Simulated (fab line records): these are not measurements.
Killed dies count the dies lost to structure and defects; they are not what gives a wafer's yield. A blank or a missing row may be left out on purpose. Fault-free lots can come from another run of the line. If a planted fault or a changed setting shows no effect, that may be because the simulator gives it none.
Split-lot trial | flow n5_finfet | 39 wafers read across 7 lots, on a route 1938 steps long

## THE SPLIT ITSELF
At N5_BEOL_M8_TRENCH_ETCH_37 (etches SiCOH lowk in C4F6/O2, target depth 93.478 nm, time 31.2 s), the setting time_s was moved away from the recipe's 31.2 s on 12 of the 39 wafers read, by +15.4% to +28.7%. All remaining wafers had this setting at the recipe value.

## FROM THE SPLIT TO THE READING: what the file shows between them, 11 steps
- N5_BEOL_M8_ETCH_41: etches SiCN in CH3F/O2, target depth 31.9 nm, time 57.8 s
- N5_BEOL_M8_STRIP_80: strips in N2/H2, time 10 s
- N5_BEOL_M8_OCD_MEAS_38
- N5_BEOL_M8_HM_STRIP_39: strips TiN in peroxide tin strip, target depth 25 nm, time 158 s
- N5_BEOL_M8_SRD_40: time 30 s
- N5_BEOL_M8_ECD_50: material Cu, target thk 300 nm
- N5_BEOL_M8_ANNEAL_51: time 90 s
- N5_BEOL_M8_CMP_52: polishes, stops on SiCOH lowk, t overpolish 6.9 s, target thk 80 nm
- N5_BEOL_M8_THK_MEAS_53: measures by xrf
- N5_BEOL_M8_PRE_CLEAN_55: time 15 s
- N5_BEOL_M8_DEP_56: deposits SiCN from 3MS/NH3, target thk 10 nm, time 17.5 s

## THE READING
At N5_BEOL_M8_RS_MEAS_57, a four-point-probe measurement gives M8_RS in ohm/sq. A value of 0.287 ohm/sq with a standard deviation of 0.0086 ohm/sq is what fault-free wafers of this fab line usually give.

wafer  | tool, chamber at the split | time_s as run, s | against the recipe | M8_RS, ohm/sq | against lot-mates on the recipe
L083.1 | rie_diel-04, 0             | 38.53            | +23.5%             | 0.213         | -0.072
L083.2 | rie_diel-04, 1             | 31.2             | recipe             | 0.294         | -
L083.3 | rie_diel-04, 2             | 31.2             | recipe             | 0.283         | -
L083.4 | rie_diel-04, 3             | 31.2             | recipe             | 0.277         | -
L083.5 | rie_diel-04, 1             | 38.53            | +23.5%             | 0.222         | -0.063
L083.6 | rie_diel-04, 0             | 38.53            | +23.5%             | 0.208         | -0.077
L084.1 | rie_diel-02, 0             | 31.2             | recipe             | 0.298         | -
L084.2 | rie_diel-02, 1             | 31.2             | recipe             | 0.296         | -
L084.3 | rie_diel-02, 2             | 31.2             | recipe             | 0.295         | -
L084.4 | rie_diel-02, 3             | 31.2             | recipe             | 0.300         | -
L084.5 | rie_diel-02, 0             | 31.2             | recipe             | 0.298         | -
L084.6 | rie_diel-02, 1             | 31.2             | recipe             | 0.299         | -
L085.1 | rie_diel-04, 2             | 31.2             | recipe             | 0.279         | -
L085.4 | rie_diel-04, 0             | 31.2             | recipe             | 0.274         | -
L085.6 | rie_diel-04, 0             | 31.2             | recipe             | 0.276         | -
L086.1 | rie_diel-05, 1             | 36.01            | +15.4%             | 0.238         | -0.053
L086.2 | rie_diel-05, 2             | 36.01            | +15.4%             | 0.238         | -0.053
L086.3 | rie_diel-05, 3             | 31.2             | recipe             | 0.294         | -
L086.4 | rie_diel-05, 0             | 31.2             | recipe             | 0.291         | -
L086.5 | rie_diel-05, 2             | 31.2             | recipe             | 0.288         | -
L086.6 | rie_diel-05, 1             | 36.01            | +15.4%             | 0.238         | -0.053
L095.1 | rie_diel-04, 3             | 31.2             | recipe             | 0.274         | -
L095.2 | rie_diel-04, 2             | 31.2             | recipe             | 0.277         | -
L095.3 | rie_diel-04, 1             | 31.2             | recipe             | 0.279         | -
L095.4 | rie_diel-04, 2             | 31.2             | recipe             | 0.275         | -
L095.5 | rie_diel-04, 1             | 31.2             | recipe             | 0.293         | -
L095.6 | rie_diel-04, 3             | 31.2             | recipe             | 0.272         | -
L091.1 | rie_diel-05, 2             | 31.2             | recipe             | 0.286         | -
L091.2 | rie_diel-05, 0             | 31.2             | recipe             | 0.295         | -
L091.3 | rie_diel-05, 1             | 31.2             | recipe             | 0.289         | -
L091.4 | rie_diel-05, 2             | 40.16            | +28.7%             | 0.202         | -0.088
L091.5 | rie_diel-05, 0             | 40.16            | +28.7%             | 0.207         | -0.083
L091.6 | rie_diel-05, 1             | 40.16            | +28.7%             | 0.207         | -0.083
L089.1 | rie_diel-02, 3             | 31.2             | recipe             | 0.302         | -
L089.2 | rie_diel-02, 2             | 38.04            | +21.9%             | 0.226         | -0.069
L089.3 | rie_diel-02, 1             | 31.2             | recipe             | 0.299         | -
L089.4 | rie_diel-02, 0             | 31.2             | recipe             | 0.284         | -
L089.5 | rie_diel-02, 3             | 38.04            | +21.9%             | 0.233         | -0.062
L089.6 | rie_diel-02, 0             | 38.04            | +21.9%             | 0.225         | -0.070

FIT RESULTS
A straight line over all 39 wafers: M8_RS changes by -0.00293 ohm/sq for each +1% of time_s; r = -0.97; the points scatter about the line by 0.0087 ohm/sq.
The same after taking each lot's own level away (the mean of its wafers on the recipe; 39 wafers): -0.00303 ohm/sq for each +1%; r = -0.99; scatter 0.0052 ohm/sq.
Per that fit: largest time_s move, reading shift of 0.087 ohm/sq.
Across the lots, their own levels run from 0.2763 to 0.2977 ohm/sq, a range of 2.5 times the standard deviation given above.
The two slopes agree, so the slope changes little with the lot-to-lot level.
Check: -0.0871 ohm/sq against its lot-mates is what the line predicts for one of the wafers moved furthest among these (+28.7%) when that wafer is left out of the fit. Against them it came out at -0.088 ohm/sq.

## FURTHER SPLITS ON THESE WAFERS
Note: prior to the reading, these wafers also went through further splits. Each is held against what the fit with the lots' levels taken away leaves over:
other split on the same wafers        | wafers away from the commonest value | r with M8_RS (lot level and that fit taken away)
N5_DUMMY_GATE_DESCUM_20 time_s        | 15                                   | -0.27
N5_GATE_CUT_ETCH_56 target_depth_a    | 9                                    | +0.25
N5_BEOL_M4_VIA_ETCH_34 target_depth_a | 12                                   | -0.01
N5_BEOL_M5_VIA_ETCH_34 target_depth_a | 15                                   | -0.04

## THE WHOLE CHAIN: every reading that the file lists as answering this split, in the file's order
step                      | what it does                                                        | reading                                                                          | change (the file's fit)                | r (the file's)
N5_BEOL_M8_TRENCH_ETCH_37 | etches SiCOH lowk in C4F6/O2, target depth 93.478 nm, time 31.2 s   | BEOL_M8.feature_depth_nm (the simulator's own value, which no gauge read)        | +0.938 nm for each +1% of the setting  | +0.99
N5_BEOL_M8_TRENCH_ETCH_37 | etches SiCOH lowk in C4F6/O2, target depth 93.478 nm, time 31.2 s   | etch.depth_nm (the simulator's own value, which no gauge read)                   | +0.937 nm for each +1% of the setting  | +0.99
N5_BEOL_M8_TRENCH_ETCH_37 | etches SiCOH lowk in C4F6/O2, target depth 93.478 nm, time 31.2 s   | TiN_of_BEOL_M8_HM_DEP_02.thk_nm (the simulator's own value, which no gauge read) | -0.0267 nm for each +1% of the setting | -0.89
N5_BEOL_M8_OCD_MEAS_38    |                                                                     | trench_depth_nm                                                                  | +0.935 nm for each +1% of the setting  | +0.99
N5_BEOL_M8_CMP_52         | polishes, stops on SiCOH lowk, t overpolish 6.9 s, target thk 80 nm | Cu_of_BEOL_M8_ECD_50.thk_nm (the simulator's own value, which no gauge read)     | +0.944 nm for each +1% of the setting  | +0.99
N5_BEOL_M8_THK_MEAS_53    | measures by xrf                                                     | M8_THK                                                                           | +0.931 for each +1% of the setting     | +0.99
N5_BEOL_M8_RS_MEAS_57     | measures by four-point-probe                                        | M8_RS                                                                            | -0.00305 for each +1% of the setting   | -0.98

## FILE'S OWN FIT
M8_RS changes by -0.00305 ohm/sq for each +1% of time_s, r = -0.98.
